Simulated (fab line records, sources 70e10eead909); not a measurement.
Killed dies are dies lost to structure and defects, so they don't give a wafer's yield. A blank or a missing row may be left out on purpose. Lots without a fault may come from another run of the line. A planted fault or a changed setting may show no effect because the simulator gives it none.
Tool commonality check | flow nand_harc | 12 lots, 36 wafers sampled

WHY IT WAS OPENED
At NHARC_A_CONTACT_INSPECT_23 the reading raw_defect_count is flagged on 2 of 12 lots. Wafers without a fault read 415, standard deviation 120.
Rule: a lot is flagged when every wafer of it that has a number lies more than 4 standard deviations from that mean, or none has a number. The other lots count as sound.

lot  | measured     | on                | raw_defect_count, wafer by wafer | flag
L596 | day 17 19:27 | defect_inspect-01 | 566 315 529                      |
L593 | day 17 20:04 | defect_inspect-02 | 387 413 319                      |
L594 | day 17 22:50 | defect_inspect-02 | 526 679 446                      |
L597 | day 18 16:30 | defect_inspect-01 | 516 413 466                      |
L604 | day 21 07:37 | defect_inspect-02 | 2651 2602 2510                   | FLAGGED
L605 | day 21 08:21 | defect_inspect-01 | 2483 2502 2540                   | FLAGGED
L611 | day 21 22:46 | defect_inspect-01 | 257 256 280                      |
L609 | day 22 04:01 | defect_inspect-02 | 657 359 720                      |
L613 | day 22 06:13 | defect_inspect-01 | 269 240 251                      |
L610 | day 22 12:05 | defect_inspect-02 | 405 334 424                      |
L612 | day 22 15:29 | defect_inspect-01 | 236 396 316                      |
L614 | day 22 23:50 | defect_inspect-01 | 374 505 555                      |
The numbers of the flagged lots are 2548 on average: +2133 against the usual, or +18 standard deviations.

WHICH TOOL RAN EACH LOT
The record holds 3 process steps before the reading, out of a route of 1159 steps. In each cell: the tool, then ch and the chambers that the sampled wafers went through, then the start.
lot  | flag    | NHARC_A_CONTACT_ETCH_92            | NHARC_A_CONTACT_ETCH_98                       | NHARC_A_CONTACT_CMP_20
L596 |         | rie_diel-04 ch 2,3, day 17 11:29   | rie_diel-04 ch 0,1,3, day 17 19:03 or earlier | cmp-02 ch 0,3, day 17 19:03
L593 |         | rie_diel-04 ch 0,3, day 17 13:29   | rie_diel-04 ch 1,2, day 17 19:41 or earlier   | cmp-01 ch 0,3, day 17 19:41
L594 |         | rie_diel-03 ch 0,1,3, day 17 20:05 | rie_diel-03 ch 1,2, day 17 22:28 or earlier   | cmp-02 ch 1,3, day 17 22:28
L597 |         | rie_diel-03 ch 0,3, day 18 10:17   | rie_diel-03 ch 0,2,3, day 18 10:26            | cmp-04 ch 1,2,3, day 18 16:07
L604 | FLAGGED | rie_diel-11 ch 0,2,3, day 20 19:53 | rie_diel-11 ch 0,2,3, day 21 07:15 or earlier | cmp-04 ch 0,1,2, day 21 07:15
L605 | FLAGGED | rie_diel-03 ch 0,2,3, day 21 00:29 | rie_diel-03 ch 0,1,3, day 21 07:57 or earlier | cmp-02 ch 0,3, day 21 07:57
L611 |         | rie_diel-03 ch 0,1,2, day 21 19:26 | rie_diel-03 ch 1,2,3, day 21 22:22 or earlier | cmp-04 ch 0,1,3, day 21 22:22
L609 |         | rie_diel-03 ch 1,2, day 22 01:13   | rie_diel-03 ch 0,1,3, day 22 03:38 or earlier | cmp-01 ch 0,2, day 22 03:38
L613 |         | rie_diel-03 ch 0,3, day 22 03:16   | rie_diel-03 ch 1,2,3, day 22 05:49 or earlier | cmp-04 ch 0,1,2, day 22 05:49
L610 |         | rie_diel-11 ch 0,1,2, day 22 09:15 | rie_diel-11 ch 0,1,2, day 22 11:43 or earlier | cmp-04 ch 0,2,3, day 22 11:43
L612 |         | rie_diel-04 ch 1,2,3, day 22 11:44 | rie_diel-04 ch 1,3, day 22 15:06 or earlier   | cmp-02 ch 1,3, day 22 15:06
L614 |         | rie_diel-03 ch 2,3, day 22 18:47   | rie_diel-03 ch 0,2,3, day 22 23:26 or earlier | cmp-02 ch 0,2, day 22 23:26
What these steps do:
- NHARC_A_CONTACT_ETCH_92: etches the open film in CH3F/O2, target depth 40 nm, time 85.7 s.
- NHARC_A_CONTACT_ETCH_98: etches the open film in C4F6/O2, target depth 20 nm, time 10 s.
- NHARC_A_CONTACT_CMP_20: polishes, t overpolish 30 s, target thk 300 nm.
- NHARC_A_CONTACT_INSPECT_23

FLAGGED OVER TOTAL, TOOL BY TOOL (the gauges that took the reading come last)
step                       | tool              | lots run | flagged | share of the flagged lots | sound lots run after its first flagged lot
NHARC_A_CONTACT_ETCH_92    | rie_diel-03       | 7        | 1       | some                      | 4 (L611,L609,L613,L614)
NHARC_A_CONTACT_ETCH_92    | rie_diel-04       | 3        | 0       | none                      | -
NHARC_A_CONTACT_ETCH_92    | rie_diel-11       | 2        | 1       | some                      | 1 (L610)
NHARC_A_CONTACT_ETCH_98    | rie_diel-03       | 7        | 1       | some                      | 4 (L611,L609,L613,L614)
NHARC_A_CONTACT_ETCH_98    | rie_diel-04       | 3        | 0       | none                      | -
NHARC_A_CONTACT_ETCH_98    | rie_diel-11       | 2        | 1       | some                      | 1 (L610)
NHARC_A_CONTACT_CMP_20     | cmp-01            | 2        | 0       | none                      | -
NHARC_A_CONTACT_CMP_20     | cmp-02            | 5        | 1       | some                      | 2 (L612,L614)
NHARC_A_CONTACT_CMP_20     | cmp-04            | 5        | 1       | some                      | 3 (L611,L613,L610)
NHARC_A_CONTACT_INSPECT_23 | defect_inspect-01 | 7        | 1       | some                      | 4 (L611,L613,L612,L614)
NHARC_A_CONTACT_INSPECT_23 | defect_inspect-02 | 5        | 1       | some                      | 2 (L609,L610)
NHARC_A_CONTACT_ETCH_98 gives no start for some lots, so the hours and the order of its lots are those of NHARC_A_CONTACT_CMP_20.

WHAT THE TABLE ALLOWS
No row of the table ran every flagged lot.

WHAT THE SIMULATOR HAD PUT IN
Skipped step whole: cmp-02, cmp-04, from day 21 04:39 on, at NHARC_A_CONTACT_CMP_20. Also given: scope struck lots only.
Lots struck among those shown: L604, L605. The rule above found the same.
